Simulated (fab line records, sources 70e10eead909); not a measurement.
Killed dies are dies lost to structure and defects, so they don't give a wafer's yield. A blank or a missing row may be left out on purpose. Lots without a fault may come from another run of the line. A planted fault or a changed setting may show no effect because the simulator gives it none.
fab line records | flow nand_harc
record lots=12 wafers=36 last_day=23
route steps=1159 shown A_M1@1052 A_BONDPAD@1072 END@1159
lots that met no fault: from a run of the same line without faults
start_h: hours from the record's first day to the start of the lot's first wafer shown | wait_h: hours since the lot's step before | " the same as in the row above | L1.1+2: a row that stands for several wafers | - no value, or no start given | * or withheld: withheld | < > ~ a bound
route shown NAME@n: a module of which the file shows steps, and the number in the route of the first | usual: mean/standard deviation of fault-free wafers | same: alike in all rows | chamber/n: place in a boat | sites: the reading at each site | _std_site: their standard deviation | _edge_site: outer sites' mean less inner sites' | radius_mm: how far each site lies from the wafer's centre | mask NAME#n: copy n | behind: the tool/chamber that last shaped the wafer | hold: why the lot was held/for how many hours/how that ended | device: the transistor (n, p or np) that didn't switch | end of line: the same wafers' tests at the end of the route | a step without rows: its recipe alone | killed: dies lost to structure and defects at the first sort, not the wafer's yield | map: a wafer's dies, x killed, . not, _ none there
set.NAME: the setting as run; set.NAME@STEP: as run at that earlier step | model.NAME: the simulator's own value behind a step, which no gauge read
steps of the route over a sample of lots; a table a step, a row a wafer
services: from which hour (start_h, from the record's first day; less than 0 if before it) a tool's chamber was out of use, for how many hours, and why
## steps
# step NHARC_A_M1_CMP_23
# recipe t_overpolish_s=20 target_thk_nm=154.34
# usual motor_current_A=11.7/1.1 time_to_endpoint_s=27.7/2.3
# columns lot.wafer tool chamber start_h wait_h motor_current_A time_to_endpoint_s
L337.4 cmp-04 2 417.24 - 10.3 27.4
L337.5 " 1 " " 11.0 29.2
L337.6 " 2 " " 10.7 25.7
L335.4 cmp-03 1 418.98 - 14.2 28.2
L335.2 " 3 " " 11.6 30.7
L335.6 " 2 " " 10.4 27.7
L336.2 cmp-04 0 422.30 - 11.1 25.6
L336.1 " 1 " " 10.9 30.4
L336.6 " 3 " " 11.9 27.2
L339.4 cmp-03 0 424.38 - 11.6 27.8
L339.2 " 1 " " 13.6 30.1
L339.5 " 0 " " 11.1 30.8
L338.1 cmp-03 1 432.74 - 13.9 27.3
L338.3 " 3 " " 11.4 26.5
L338.5 " 1 " " 14.1 25.3
L340.4 cmp-04 3 435.68 - 11.8 26.9
L340.5 " 0 " " 11.9 29.5
L340.6 " 1 " " 10.8 29.3
L341.4 cmp-03 0 437.99 - 10.7 30.9
L341.6 " 3 " " 12.3 31.9
L341.5 " 0 " " 11.5 32.7
L342.1 cmp-03 3 448.44 - 11.9 25.5
L342.3 " 2 " " 10.1 23.2
L342.6 " 0 " " 11.7 29.0
L345.2 cmp-04 1 459.55 - 10.9 30.4
L345.3 " 3 " " 12.4 25.9
L345.1 " 0 " " 11.2 27.4
L344.2 cmp-03 3 460.34 - 11.5 26.1
L344.3 " 0 " " 11.7 26.5
L344.1 " 1 " " 14.2 25.7
L348.2 cmp-03 0 471.58 - 11.5 31.8
L348.1 " 2 " " 10.5 29.3
L348.6 " 0 " " 11.6 29.7
L349.1 cmp-03 1 509.78 - 14.0 30.1
L349.5 " 0 " " 11.5 29.9
L349.6 " 1 " " 13.3 26.4
# step NHARC_A_BONDPAD_CD_MEAS_09
# recipe target_cd_nm=500 landing_energy_ev=500
# usual cd_nm=499.3/2.1
# same landing_energy_ev=500
# columns lot.wafer tool chamber start_h wait_h cd_nm
L337.4 cd_sem-02 0 419.62 - 499.1
L337.5 " 0 " " 498.6
L337.6 " 0 " " 500.9
L335.2 cd_sem-02 0 421.69 - 499.3
L335.4 " 0 " " 494.6
L335.6 " 0 " " 497.6
L336.1 cd_sem-03 0 424.99 - 503.5
L336.2 " 0 " " 501.8
L336.6 " 0 " " 499.0
L339.2 cd_sem-02 0 426.82 - 500.9
L339.4 " 0 " " 499.4
L339.5 " 0 " " 499.2
L338.1 cd_sem-03 0 435.16 - 495.9
L338.3 " 0 " " 495.0
L338.5 " 0 " " 495.1
L340.4 cd_sem-01 0 437.86 - 496.3
L340.5 " 0 " " 500.1
L340.6 " 0 " " 494.7
L341.4 cd_sem-02 0 440.72 - 499.6
L341.5 " 0 " " 501.5
L341.6 " 0 " " 500.3
L342.1 cd_sem-01 0 450.71 - 504.0
L342.3 " 0 " " 502.6
L342.6 " 0 " " 502.8
L345.1 cd_sem-02 0 462.10 - 500.2
L345.2 " 0 " " 502.1
L345.3 " 0 " " 500.7
L344.1 cd_sem-02 0 462.65 - 496.2
L344.2 " 0 " " 497.1
L344.3 " 0 " " 498.7
L348.1 cd_sem-02 0 474.06 - 497.2
L348.2 " 0 " " 497.2
L348.6 " 0 " " 499.0
L349.1 cd_sem-03 0 512.05 - 499.0
L349.5 " 0 " " 500.7
L349.6 " 0 " " 498.7
# step NHARC_A_BONDPAD_OVL_MEAS_35
# usual overlay_x_nm=-2/5.8 overlay_y_nm=-1/6.4
# columns lot.wafer tool chamber start_h wait_h overlay_x_nm overlay_y_nm
L337.4 overlay-02 - 419.71 - -8 -8
L337.5 " - " " -8 -8
L337.6 " - " " -8 -9
L335.2 overlay-01 - 421.77 - -4 4
L335.4 " - " " -3 5
L335.6 " - " " -3 5
L336.1 overlay-01 - 425.07 - 0 -9
L336.2 " - " " 0 -8
L336.6 " - " " 0 -9
L339.2 overlay-01 - 426.91 - 7 2
L339.4 " - " " 7 2
L339.5 " - " " 6 1
L338.1 overlay-02 - 435.25 - -1 -13
L338.3 " - " " -2 -14
L338.5 " - " " -1 -13
L340.4 overlay-01 - 437.94 - 9 4
L340.5 " - " " 9 4
L340.6 " - " " 9 3
L341.4 overlay-02 - 440.81 - 6 0
L341.5 " - " " 5 0
L341.6 " - " " 6 0
L342.1 overlay-01 - 450.79 - -6 4
L342.3 " - " " -5 4
L342.6 " - " " -6 4
L345.1 overlay-01 - 462.19 - -2 -1
L345.2 " - " " -3 -1
L345.3 " - " " -2 -1
L344.1 overlay-01 - 462.74 - -9 9
L344.2 " - " " -9 9
L344.3 " - " " -10 9
L348.1 overlay-02 - 474.15 - 0 -1
L348.2 " - " " 0 -2
L348.6 " - " " 0 -1
L349.1 overlay-01 - 512.14 - -4 8
L349.5 " - " " -4 7
L349.6 " - " " -4 7
# step NHARC_A_BONDPAD_ETCH_12
# recipe target_depth_a=2200 time_s=110 chf3_flow_sccm=50 o2_flow_sccm=10 ar_flow_sccm=200 rf_w=500 bias_w=200 chemistry=CHF3/O2
# usual chamber_pressure_mTorr=25.002/0.022 drypump_motor_current_A=5.8/0.43 oes_product_au=0.943/0.022 rf_fwd_power_W=497.1/1.4 rf_vpp_V=369.5/2.6 showerhead_plenum_p_Torr=2.35/0.11 throttle_valve_pct=20.573/0.0086
# columns lot.wafer tool chamber start_h wait_h chamber_pressure_mTorr drypump_motor_current_A oes_product_au rf_fwd_power_W rf_hours_counter_h rf_vpp_V showerhead_plenum_p_Torr throttle_valve_pct
L337.4 rie_diel-01 3 420.03 - 24.978 5.5 0.968 494.6 3 373.4 2.53 20.585
L337.6 " 1 " " 24.981 6.3 0.955 498.6 - 367.1 2.26 20.559
L337.5 " 2 " " 24.973 6.1 0.967 497.1 - 366.6 2.24 20.572
L335.2 rie_diel-01 0 422.07 - 24.986 5.3 0.912 498.0 3 367.3 2.27 20.570
L335.4 " 2 " " 25.010 6.1 0.923 495.6 3 367.6 2.24 20.563
L335.6 " 1 " " 24.994 6.2 0.921 497.4 - 367.4 2.26 20.577
L336.1 rie_diel-01 3 425.39 - 25.022 5.6 0.955 497.9 4 374.3 2.53 20.567
L336.2 " 0 " " 25.029 5.3 0.963 497.0 4 367.1 2.27 20.569
L336.6 " 0 " " 24.983 5.3 0.951 497.6 - 368.0 2.27 20.548
L339.2 rie_diel-01 2 427.21 - 24.999 6.1 0.961 494.2 4 367.4 2.24 20.572
L339.4 " 0 " " 25.053 5.3 0.978 496.0 4 367.5 2.27 20.577
L339.5 " 2 " " 25.002 6.1 0.967 495.8 - 367.0 2.24 20.585
L338.1 rie_diel-01 2 435.55 - 24.993 6.1 0.927 495.5 4 366.9 2.24 20.582
L338.3 " 0 " " 24.974 5.3 0.931 494.8 4 367.8 2.27 20.575
L338.5 " 2 " " 24.997 6.1 0.943 495.2 - 367.4 2.24 20.577
L340.4 rie_diel-01 3 438.24 - 24.995 5.6 0.923 495.1 4 374.6 2.53 20.578
L340.5 " 3 " " 24.990 5.6 0.934 497.5 - 373.3 2.53 20.580
L340.6 " 0 " " 25.035 5.3 0.929 498.9 - 368.1 2.27 20.568
L341.4 rie_diel-01 3 441.11 - 25.012 5.6 0.977 496.6 5 374.2 2.53 20.583
L341.5 " 2 " " 24.987 6.1 0.972 495.7 - 368.6 2.24 20.559
L341.6 " 3 " " 25.024 5.6 0.965 497.7 - 371.9 2.53 20.575
L342.1 rie_diel-01 3 451.11 - 24.998 5.6 0.960 494.6 5 372.4 2.53 20.569
L342.3 " 1 " " 25.008 6.3 0.955 498.1 5 366.5 2.26 20.566
L342.6 " 3 " " 24.976 5.6 0.960 495.4 - 373.5 2.53 20.567
L345.2 rie_diel-13 0 462.50 - 24.997 5.5 0.964 496.7 0 370.9 2.40 20.578
L345.1 " 1 " " 24.980 6.1 0.951 497.5 0 369.4 2.37 20.564
L345.3 " 2 " " 24.989 6.2 0.969 498.8 0 372.5 2.46 20.578
L344.3 rie_diel-13 2 463.27 - 25.037 6.2 0.929 496.9 0 370.4 2.46 20.569
L344.1 " 0 " " 25.034 5.6 0.923 496.9 0 370.1 2.40 20.579
L344.2 " 1 " " 25.015 6.1 0.936 497.4 0 369.8 2.37 20.568
L348.1 rie_diel-01 0 474.45 - 24.988 5.3 0.922 497.2 6 366.8 2.26 20.585
L348.2 " 1 " " 24.990 6.2 0.921 496.9 6 367.8 2.26 20.565
L348.6 " 1 " " 25.028 6.3 0.912 498.7 - 366.4 2.26 20.570
L349.1 rie_diel-01 2 512.48 - 25.031 6.1 0.958 496.4 0 367.7 2.24 20.579
L349.5 " 3 " " 24.986 5.6 0.956 497.5 - 374.2 2.53 20.574
L349.6 " 0 " " 24.972 5.3 0.732 297.6 - 367.6 2.26 20.572
# step NHARC_END_SORT_01
# recipe temp_c=25
# usual defect_limited_yield=95.5/1.3 killed_at_array=27/8.8 killed_at_other=0.4/0.82 killed_at_periphery=3.1/2.1 killed_dies=31/8.8 killed_open=3.3/2 killed_short=2.0/1.4 sort_bin_2_pct=1.3/0.56 sort_bin_3_pct=0.25/0.21 sort_bin_4_pct=2.9/0.89 sort_n_pass=646/8.8 sort_rim_yield_pct=95.8/2.7 sort_yield_pct=95.5/1.3
# same gross_dies=677 sort_bin_5_pct[%]=0 sort_bin_6_pct[%]=0 sort_bin_7_pct[%]=0 sort_bin_8_pct[%]=0 sort_rim_n_gross=106.00
# columns lot.wafer tool chamber start_h wait_h defect_limited_yield[%] killed_at_array killed_at_other killed_at_periphery killed_dies killed_open killed_short sort_bin_2_pct[%] sort_bin_3_pct[%] sort_bin_4_pct[%] sort_n_pass sort_rim_yield_pct[%] sort_yield_pct[%]
L336.1 prober-01 0 466.76 2.5 96.8 18 0 4 22 1 4 0.9 0.15 2.2 655 92.5 96.8
L336.2 prober-01 0 467.56 2.8 97.0 15 1 4 20 2 1 0.6 0.15 2.2 657 98.1 97.0
L336.6 prober-01 0 470.76 4.0 97.0 18 0 2 20 2 4 0.6 0.30 2.1 657 93.4 97.0
L342.1 prober-02 0 483.35 2.5 93.9 37 0 4 41 5 5 1.3 0.74 4.0 636 98.1 93.9
L342.3 prober-02 0 484.97 3.1 96.0 26 0 1 27 2 2 1.2 0.44 2.4 650 99.1 96.0
L342.6 prober-02 0 487.39 4.0 96.3 22 0 3 25 1 3 1.3 0.44 1.9 652 97.2 96.3
L340.4 prober-01 0 484.77 3.4 98.1 7 0 6 13 2 1 0.7 0 1.2 664 99.1 98.1
L340.5 prober-01 0 485.57 3.7 97.5 15 0 2 17 1 0 1.0 0 1.5 660 98.1 97.5
L340.6 prober-01 0 486.37 4.0 98.2 10 0 2 12 1 2 0.6 0.15 1.0 665 99.1 98.2
L345.1 prober-02 0 492.00 2.5 93.4 37 1 7 45 7 2 1.8 0.30 4.6 632 94.3 93.4
L345.2 prober-02 0 492.80 2.8 95.0 27 1 6 34 3 0 0.9 0.44 3.7 643 96.2 95.0
L345.3 prober-02 0 493.61 3.1 93.6 36 0 7 43 2 2 1.8 0.44 4.1 634 92.5 93.6
L348.1 prober-02 0 505.39 2.5 95.4 24 3 4 31 2 0 1.3 0 3.2 646 93.4 95.4
L348.2 prober-02 0 506.18 2.8 96.0 23 2 2 27 7 1 1.3 0.15 2.5 650 93.4 96.0
L348.6 prober-02 0 509.34 3.9 95.3 23 5 4 32 3 5 2.7 0.30 1.8 645 95.3 95.3
L349.1 prober-01 0 546.05 2.5 95.3 30 0 2 32 1 0 1.8 0.15 2.8 645 93.4 95.3
L349.5 prober-01 0 549.29 3.7 94.7 32 2 2 36 4 4 1.6 0.30 3.4 641 87.7 94.7
L349.6 prober-01 0 550.10 4.1 0 676 1 0 677 7 2 96.8 0 3.2 0 0 0
# killed by level:class
L336.1 A_STAIRCASE:chamber_film_flake=4 A_WL_FILL:chamber_film_flake=4 P_GATE:chamber_film_flake=3 A_CONTACT:chamber_film_flake=2 P_STI:geometric_particle:short=1 A_ONON_D1:geometric_particle:short=1 A_CHANNEL_FILL_D1:geometric_particle:short=1 A_CHANNEL_FILL_D1:geometric_particle:open=1
L336.2 A_WL_FILL:chamber_film_flake=5 A_STAIRCASE:chamber_film_flake=4 A_SLIT:chamber_film_flake=2 A_CONTACT:chamber_film_flake=2 P_M0:geometric_particle:open=1 P_M2:geometric_particle:short=1 A_CHANNEL_HOLE_D1:geometric_particle:open=1 P_ZERO_WELL:chamber_film_flake=1
L336.6 A_WL_FILL:chamber_film_flake=3 A_WL_FILL:geometric_particle:short=2 P_GATE:chamber_film_flake=2 A_CHANNEL_HOLE_D1:chamber_film_flake=2 A_STAIRCASE:chamber_film_flake=2 A_SLIT:chamber_film_flake=2 A_SGD_CUT:geometric_particle:short=1 A_SGD_CUT:geometric_particle:open=1
L342.1 A_CHANNEL_HOLE_D1:chamber_film_flake=19 A_STAIRCASE:chamber_film_flake=6 A_CONTACT:chamber_film_flake=3 A_CHANNEL_FILL_D1:geometric_particle:short=2 A_WL_FILL:geometric_particle:open=2 A_CONTACT:geometric_particle:open=2 P_ZERO_WELL:chamber_film_flake=2 P_STI:geometric_particle:short=1
L340.4 P_ZERO_WELL:chamber_film_flake=5 A_CONTACT:chamber_film_flake=3 A_CHANNEL_HOLE_D1:chamber_film_flake=2 P_STI:geometric_particle:open=1 A_ONON_D1:geometric_particle:open=1 A_WL_FILL:geometric_particle:short=1
L342.3 A_CHANNEL_HOLE_D1:chamber_film_flake=15 A_STAIRCASE:chamber_film_flake=3 A_CHANNEL_FILL_D1:geometric_particle:short=2 A_CONTACT:chamber_film_flake=2 A_CONTACT:geometric_particle:open=1 A_BLC:geometric_particle:open=1 P_ZERO_WELL:chamber_film_flake=1 A_ZERO_WELL:chamber_film_flake=1
L340.5 A_STAIRCASE:chamber_film_flake=5 A_M1:chamber_film_flake=4 A_CHANNEL_HOLE_D1:chamber_film_flake=3 A_CONTACT:chamber_film_flake=2 P_GATE:geometric_particle:open=1 P_ZERO_WELL:chamber_film_flake=1 A_WL_FILL:chamber_film_flake=1
L340.6 A_CHANNEL_HOLE_D1:chamber_film_flake=3 A_STAIRCASE:chamber_film_flake=3 A_CONTACT:chamber_film_flake=3 P_GATE:geometric_particle:open=1 P_M1:geometric_particle:short=1 A_WL_FILL:geometric_particle:short=1
L342.6 A_CHANNEL_HOLE_D1:chamber_film_flake=15 A_STAIRCASE:chamber_film_flake=2 A_CONTACT:chamber_film_flake=2 P_CONTACT:geometric_particle:short=1 P_M0:geometric_particle:open=1 A_CHANNEL_FILL_D1:geometric_particle:short=1 A_CONTACT:geometric_particle:short=1 P_ZERO_WELL:chamber_film_flake=1
L345.1 A_CHANNEL_HOLE_D1:chamber_film_flake=20 P_BONDPAD:chamber_film_flake=5 A_BONDPAD:chamber_film_flake=4 A_SGD_CUT:chamber_film_flake=3 P_CONTACT:geometric_particle:open=1 A_ONON_D1:geometric_particle:open=1 A_ONON_D1:geometric_particle:short=1 A_CHANNEL_FILL_D1:geometric_particle:open=1
L345.2 A_CHANNEL_HOLE_D1:chamber_film_flake=17 P_BONDPAD:chamber_film_flake=5 A_WL_FILL:chamber_film_flake=3 A_SGD_CUT:chamber_film_flake=2 A_BONDPAD:chamber_film_flake=2 P_GATE:geometric_particle:open=1 A_ONON_D1:geometric_particle:open=1 A_CONTACT:geometric_particle:open=1
L345.3 A_CHANNEL_HOLE_D1:chamber_film_flake=23 A_BONDPAD:chamber_film_flake=8 P_BONDPAD:chamber_film_flake=4 A_WL_FILL:geometric_particle:short=2 P_CONTACT:geometric_particle:open=1 A_BLC:geometric_particle:open=1 P_ZERO_WELL:chamber_film_flake=1 P_STI:chamber_film_flake=1
L348.1 A_SLIT:chamber_film_flake=11 A_CHANNEL_HOLE_D1:chamber_film_flake=7 A_CONTACT:chamber_film_flake=5 THIN_TSV:chamber_film_flake=3 P_GATE:chamber_film_flake=2 P_GATE:geometric_particle:open=1 A_ONON_D1:geometric_particle:open=1 P_ZERO_WELL:chamber_film_flake=1
L348.2 A_CHANNEL_HOLE_D1:chamber_film_flake=6 A_SLIT:chamber_film_flake=5 A_CONTACT:chamber_film_flake=5 A_CONTACT:geometric_particle:open=3 THIN_TSV:chamber_film_flake=2 P_M0:geometric_particle:open=1 A_ONON_D1:geometric_particle:open=1 A_CHANNEL_FILL_D1:geometric_particle:short=1
L348.6 A_SLIT:chamber_film_flake=11 THIN_TSV:chamber_film_flake=5 A_CONTACT:chamber_film_flake=3 A_SOURCE_PLATE:geometric_particle:short=2 P_GATE:chamber_film_flake=2 A_CHANNEL_HOLE_D1:chamber_film_flake=2 P_CONTACT:geometric_particle:open=1 P_M1:geometric_particle:short=1
L349.1 A_SLIT:chamber_film_flake=15 A_CHANNEL_HOLE_D1:chamber_film_flake=6 A_CONTACT:chamber_film_flake=4 A_ZERO_WELL:chamber_film_flake=3 A_BLC:geometric_particle:open=1 P_GATE:chamber_film_flake=1 P_M2:chamber_film_flake=1 A_STAIRCASE:chamber_film_flake=1
L349.5 A_SLIT:chamber_film_flake=16 A_CONTACT:chamber_film_flake=3 A_WL_FILL:geometric_particle:open=2 A_CHANNEL_HOLE_D1:chamber_film_flake=2 A_STAIRCASE:chamber_film_flake=2 A_SOURCE_PLATE:geometric_particle:short=1 A_CHANNEL_FILL_D1:geometric_particle:open=1 A_SGD_CUT:geometric_particle:short=1
L349.6 A_BONDPAD:area_etch=642 A_SLIT:chamber_film_flake=14 A_CONTACT:chamber_film_flake=7 A_CONTACT:geometric_particle:open=2 A_CHANNEL_HOLE_D1:chamber_film_flake=2 A_ONON_D1:geometric_particle:open=1 A_CHANNEL_FILL_D1:geometric_particle:open=1 A_SGD_CUT:geometric_particle:open=1
## services
# columns tool chamber start_h hours kind
rie_diel-01 0 397.32 - clean
rie_diel-01 1 397.32 - clean
rie_diel-01 2 397.32 - clean
rie_diel-01 3 397.32 - clean
cmp-04 - 399.25 4.0 pm
cmp-04 - 415.49 0.4 repair
rie_diel-01 0 421.82 - clean
rie_diel-01 1 421.82 - clean
rie_diel-01 2 421.82 - clean
rie_diel-01 3 421.82 - clean
rie_diel-13 3 421.97 15.2 repair
rie_diel-13 2 430.23 30.7 repair
rie_diel-13 1 435.15 6.1 repair
cmp-03 - 439.07 1.0 repair
rie_diel-01 0 446.32 - clean
rie_diel-01 1 446.32 - clean
cmp-03 - 450.02 4.0 pm
rie_diel-13 - 453.00 9.0 pm
cmp-04 - 460.97 1.1 repair
cmp-03 - 461.71 1.7 repair
cmp-04 - 472.79 0.9 repair
rie_diel-13 0 487.25 4.7 repair
rie_diel-01 - 491.82 9.0 pm
cmp-04 - 497.25 4.0 pm
## key
first_sign step=NHARC_A_BONDPAD_ETCH_12 reading=rf_fwd_power_W direction=down sigmas=99+ usual=* struck=*
effect step=NHARC_A_BONDPAD_ETCH_12 reading=oes_product_au direction=down sigmas=9.6 usual=0.943 struck=0.732
effect step=NHARC_END_SORT_01 reading=sort_bin_2_pct direction=up sigmas=99+ usual=1.3 struck=96.8
more_kills_born_at NHARC_A_BONDPAD_ETCH_12@rie_diel-01=642
met_at NHARC_A_BONDPAD_ETCH_12
struck_lots L349
struck_wafers L349.6
later_rows_left_out L349.6
not_acting_at NHARC_A_M1_CMP_23,NHARC_A_BONDPAD_CD_MEAS_09,NHARC_A_BONDPAD_OVL_MEAS_35
onset_between 474.45 512.48
fault kind=process_parameter_drift tool=rie_diel-01 chamber=0 onset_h=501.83 steps=NHARC_A_BONDPAD_ETCH_12 channel=rf_w offset=* shape=step end_h=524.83 acts_in=* stated=*
# later_rows_left_out: the simulator's readings of these wafers behind a module that went badly wrong aren't trusted and aren't shown, but for the sort
